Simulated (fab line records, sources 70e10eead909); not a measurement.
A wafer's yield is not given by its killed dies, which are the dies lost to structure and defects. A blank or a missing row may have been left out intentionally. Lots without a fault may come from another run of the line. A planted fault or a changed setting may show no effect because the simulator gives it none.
Which tool was responsible?	flow nandHarc	24 lots, 72 wafers sampled, at 6 steps of a route of 1302

## WHAT THE GAUGES READ, wafer by wafer
Not one reading of a measure or inspect step in the record can be checked against a usual standard deviation.

## TOOL THAT RAN EACH LOT (tool first, then ch and the chambers of the sampled wafers, then the start)
lot	NHARC_A_WL_FILL_ETCHBACK_16	NHARC_A_WL_FILL_CVD_20	NHARC_A_CONTACT_ETCH_111	NHARC_A_CONTACT_ETCH_114	NHARC_A_CONTACT_ETCH_115	NHARC_A_CONTACT_ETCH_132
L075	rieDiel-02 ch 0,2,3, day 22 02:50 or earlier	cvdW-01 ch 0,1, day 22 02:50 or earlier	harCapEtch-02 ch 0,1, day 22 02:50	harCapEtch-02 ch 0,1, day 22 03:22	harCapEtch-02 ch 0,1, day 22 03:32	harCapEtch-02 ch 0,1, day 22 17:34
L074	rieDiel-04 ch 0,1,2, day 22 03:42 or earlier	cvdW-02 ch 0, day 22 03:42 or earlier	harCapEtch-03 ch 0,1, day 22 03:42	harCapEtch-03 ch 0,1, day 22 04:25	harCapEtch-03 ch 0,1, day 22 04:39	harCapEtch-03 ch 0,1, day 22 18:04
L076	rieDiel-04 ch 2,3, day 22 11:55 or earlier	cvdW-02 ch 0,1, day 22 11:55 or earlier	harCapEtch-01 ch 0,1, day 22 11:55	harCapEtch-01 ch 0,1, day 22 12:26	harCapEtch-01 ch 0,1, day 22 12:36	harCapEtch-01 ch 0,1, day 22 23:16
L077	rieDiel-04 ch 0,2,3, day 23 11:29 or earlier	cvdW-01 ch 0,1, day 23 11:29 or earlier	harCapEtch-02 ch 0,1, day 23 11:29	harCapEtch-02 ch 0,1, day 23 12:02	harCapEtch-02 ch 0,1, day 23 12:12	harCapEtch-02 ch 0,1, day 23 23:22
L080	rieDiel-02 ch 2,3, day 23 13:10 or earlier	cvdW-01 ch 0,1, day 23 13:10 or earlier	harCapEtch-03 ch 0,1, day 23 13:10	harCapEtch-03 ch 0,1, day 23 13:43	harCapEtch-03 ch 0,1, day 23 13:53	harCapEtch-03 ch 0,1, day 24 00:37
L078	rieDiel-04 ch 0,1,2, day 23 16:53 or earlier	cvdW-02 ch 0,1, day 23 16:53 or earlier	harCapEtch-01 ch 0,1, day 23 16:53	harCapEtch-01 ch 0,1, day 23 17:35	harCapEtch-01 ch 0,1, day 23 17:49	harCapEtch-03 ch 0,1, day 24 11:23
L079	rieDiel-02 ch 0,1,2, day 23 23:29 or earlier	cvdW-02 ch 0,1, day 23 23:29 or earlier	harCapEtch-01 ch 0,1, day 23 23:29	harCapEtch-01 ch 0,1, day 24 00:26	harCapEtch-01 ch 0,1, day 24 00:44	harCapEtch-03 ch 0,1, day 24 18:17
L081	rieDiel-10 ch 0,1,2, day 24 07:52 or earlier	cvdW-01 ch 0,1, day 24 07:52 or earlier	harCapEtch-02 ch 0,1, day 24 07:52	harCapEtch-02 ch 0,1, day 24 08:23	harCapEtch-02 ch 0,1, day 24 08:34	harCapEtch-02 ch 0,1, day 24 21:56
L083	rieDiel-04 ch 0,1,2, day 24 23:43 or earlier	cvdW-02 ch 0,1, day 24 23:43 or earlier	harCapEtch-02 ch 0, day 24 23:43	harCapEtch-02 ch 0, day 25 00:15	harCapEtch-02 ch 0, day 25 00:26	harCapEtch-01 ch 0,1, day 25 12:17
L082	rieDiel-02 ch 0,2, day 24 23:23 or earlier	cvdW-02 ch 0,1, day 24 23:23 or earlier	harCapEtch-03 ch 0,1, day 24 23:23	harCapEtch-03 ch 0,1, day 24 23:55	harCapEtch-03 ch 0,1, day 25 00:05	harCapEtch-02 ch 0,1, day 25 10:47
L085	rieDiel-10 ch 1,2,3, day 25 19:38 or earlier	cvdW-02 ch 0,1, day 25 19:38 or earlier	harCapEtch-03 ch 0,1, day 25 19:38	harCapEtch-03 ch 0,1, day 25 20:11	harCapEtch-03 ch 0,1, day 25 20:21	harCapEtch-02 ch 0,1, day 26 07:10
L084	rieDiel-04 ch 1,2, day 25 23:48 or earlier	cvdW-01 ch 0,1, day 25 23:48 or earlier	harCapEtch-03 ch 1, day 25 23:48	harCapEtch-03 ch 1, day 26 00:20	harCapEtch-03 ch 1, day 26 00:31	harCapEtch-01 ch 0,1, day 26 11:29
L086	rieDiel-04 ch 0,1,3, day 26 14:49 or earlier	cvdW-01 ch 0,1, day 26 14:49 or earlier	harCapEtch-02 ch 0,1, day 26 14:49	harCapEtch-02 ch 0,1, day 26 15:26	harCapEtch-02 ch 0,1, day 26 15:36	harCapEtch-03 ch 0,1, day 27 02:25
L088	rieDiel-02 ch 2,3, day 27 05:45 or earlier	cvdW-01 ch 0,1, day 27 05:45 or earlier	harCapEtch-02 ch 0,1, day 27 05:45	harCapEtch-02 ch 0,1, day 27 06:17	harCapEtch-02 ch 0,1, day 27 06:28	harCapEtch-01 ch 0, day 27 17:55
L087	rieDiel-10 ch 0,1,3, day 27 06:29 or earlier	cvdW-01 ch 0,1, day 27 06:29 or earlier	harCapEtch-01 ch 0,1, day 27 06:29	harCapEtch-01 ch 0,1, day 27 07:01	harCapEtch-01 ch 0,1, day 27 07:11	harCapEtch-03 ch 0,1, day 27 18:17
L089	rieDiel-04 ch 1,3, day 27 12:32 or earlier	cvdW-01 ch 0,1, day 27 12:32 or earlier	harCapEtch-02 ch 0,1, day 27 12:32	harCapEtch-02 ch 0,1, day 27 13:04	harCapEtch-02 ch 0,1, day 27 13:14	harCapEtch-01 ch 0,1, day 28 01:23
L090	rieDiel-02 ch 0,3, day 27 21:06 or earlier	cvdW-01 ch 0,1, day 27 21:06 or earlier	harCapEtch-02 ch 0,1, day 27 21:06	harCapEtch-02 ch 0,1, day 27 21:38	harCapEtch-02 ch 0,1, day 27 21:49	harCapEtch-01 ch 0,1, day 28 08:27
L091	rieDiel-04 ch 0,2, day 29 04:36 or earlier	cvdW-01 ch 0,1, day 29 04:36 or earlier	harCapEtch-01 ch 0, day 29 04:36	harCapEtch-01 ch 0, day 29 05:08	harCapEtch-01 ch 0, day 29 05:18	harCapEtch-01 ch 0,1, day 29 20:46
L092	rieDiel-02 ch 0,2,3, day 29 17:07 or earlier	cvdW-01 ch 0,1, day 29 17:07 or earlier	harCapEtch-02 ch 0,1, day 29 17:07	harCapEtch-02 ch 0,1, day 29 17:40	harCapEtch-02 ch 0,1, day 29 17:49	harCapEtch-02 ch 0,1, day 30 05:52
L093	rieDiel-10 ch 2,3, day 29 15:58 or earlier	cvdW-01 ch 0, day 29 15:58 or earlier	harCapEtch-03 ch 0,1, day 29 15:58	harCapEtch-03 ch 0,1, day 29 16:30	harCapEtch-03 ch 0,1, day 29 16:40	harCapEtch-03 ch 0,1, day 30 03:17
L095	rieDiel-02 ch 1,3, day 30 06:20 or earlier	cvdW-01 ch 0,1, day 30 06:20 or earlier	harCapEtch-03 ch 1, day 30 06:20	harCapEtch-03 ch 1, day 30 06:53	harCapEtch-03 ch 1, day 30 07:03	harCapEtch-01 ch 0,1, day 30 19:13
L094	rieDiel-02 ch 1,2, day 30 07:38 or earlier	cvdW-01 ch 1, day 30 07:38 or earlier	harCapEtch-02 ch 0, day 30 07:38	harCapEtch-02 ch 0, day 30 08:10	harCapEtch-02 ch 0, day 30 08:20	harCapEtch-03 ch 0, day 30 23:13
L096	rieDiel-10 ch 1,3, day 30 10:43 or earlier	cvdW-01 ch 0, day 30 10:43 or earlier	harCapEtch-01 ch 0,1, day 30 10:43	harCapEtch-01 ch 0,1, day 30 11:14	harCapEtch-01 ch 0,1, day 30 11:25	harCapEtch-02 ch 0,1, day 30 23:59
L097	rieDiel-10 ch 1,3, day 31 06:07 or earlier	cvdW-01 ch 0,1, day 31 06:07 or earlier	harCapEtch-02 ch 0,1, day 31 06:07	harCapEtch-02 ch 0,1, day 31 06:39	harCapEtch-02 ch 0,1, day 31 06:49	harCapEtch-02 ch 0,1, day 31 22:25
- NHARC_A_WL_FILL_ETCHBACK_16: etches the open film in C4F8/O2/Ar, target depth 120 nm, time 24 s.
- NHARC_A_WL_FILL_CVD_20: deposits W, target thk 100 nm, time 74 s.
- NHARC_A_CONTACT_ETCH_111: etches the open film in C4F8/O2/Ar, time 140 s, target depth 700 nm.
- NHARC_A_CONTACT_ETCH_114: etches the open film in C4F8/O2/Ar, time 190 s, target depth 1850 nm.
- NHARC_A_CONTACT_ETCH_115: etches the open film in C4F8/O2/Ar, time 190 s, target depth 1850 nm.
- NHARC_A_CONTACT_ETCH_132: etches the open film in C4F8/O2/Ar, time 197 s, target depth 1924 nm.

## AS READ BY THE TOOLS THEMSELVES (means over the sampled wafers that have a number; for cases with no such wafer, the mark the record gives instead)
NHARC_A_WL_FILL_ETCHBACK_16.
lot	tool	oesProductAu (a.u.)	rfVppV (V)
L075	rieDiel-02	1.006	721
L074	rieDiel-04	0.963	720
L076	rieDiel-04	0.975	719
L077	rieDiel-04	0.966	719
L080	rieDiel-02	0.924	720
L078	rieDiel-04	1.004	719
L079	rieDiel-02	0.989	724
L081	rieDiel-10	0.997	728
L083	rieDiel-04	0.997	720
L082	rieDiel-02	0.925	723
L085	rieDiel-10	0.924	726
L084	rieDiel-04	1.003	720
L086	rieDiel-04	0.987	719
L088	rieDiel-02	0.966	717
L087	rieDiel-10	0.995	724
L089	rieDiel-04	0.994	719
L090	rieDiel-02	0.919	723
L091	rieDiel-04	0.998	719
L092	rieDiel-02	1.002	721
L093	rieDiel-10	0.996	726
L095	rieDiel-02	0.997	724
L094	rieDiel-02	0.999	726
L096	rieDiel-10	0.989	726
L097	rieDiel-10	0.971	723

NHARC_A_WL_FILL_CVD_20.
lot	tool	heaterPowerW (W)	throttleValvePct (%)
L075	cvdW-01	797	7.88
L074	cvdW-02	801	8.26
L076	cvdW-02	740	8.05
L077	cvdW-01	807	8.19
L080	cvdW-01	819	7.82
L078	cvdW-02	771	8.09
L079	cvdW-02	769	8.16
L081	cvdW-01	798	7.97
L083	cvdW-02	772	8.18
L082	cvdW-02	780	8.19
L085	cvdW-02	752	8.19
L084	cvdW-01	823	8.00
L086	cvdW-01	828	7.78
L088	cvdW-01	802	8.31
L087	cvdW-01	816	7.85
L089	cvdW-01	824	7.93
L090	cvdW-01	824	8.13
L091	cvdW-01	837	8.04
L092	cvdW-01	812	8.07
L093	cvdW-01	790	8.11
L095	cvdW-01	811	8.07
L094	cvdW-01	846	7.96
L096	cvdW-01	793	8.13
L097	cvdW-01	839	8.13

## THE ANSWER, worked out from the rows above alone
Rule: what is usual is taken from the lots themselves. The widest of any qualifying gaps counts: lots, ordered by their means at a reading, are off when they make up no more than a third of the lots, leave a main group of 4 or more, and stand apart from it by 3 or more times the standard deviation of that group's means. A main group is skipped when, at the precision printed for the reading in the tables above, its means are all equal. Also off: a lot with no number at a reading for which 4 or more lots have one. All remaining lots with rows at the step are treated as sound. Order of review: gauges by route order, followed by the tools' own readings, for which a lot's mean as printed above is used. The first step at which some lot is off is used, and at that step the reading that is off furthest; a lot without a number counts as furthest.
Across all readings shown, no lot is off: no conclusion can be drawn from this.

## WHAT THE SIMULATOR HAD PUT IN
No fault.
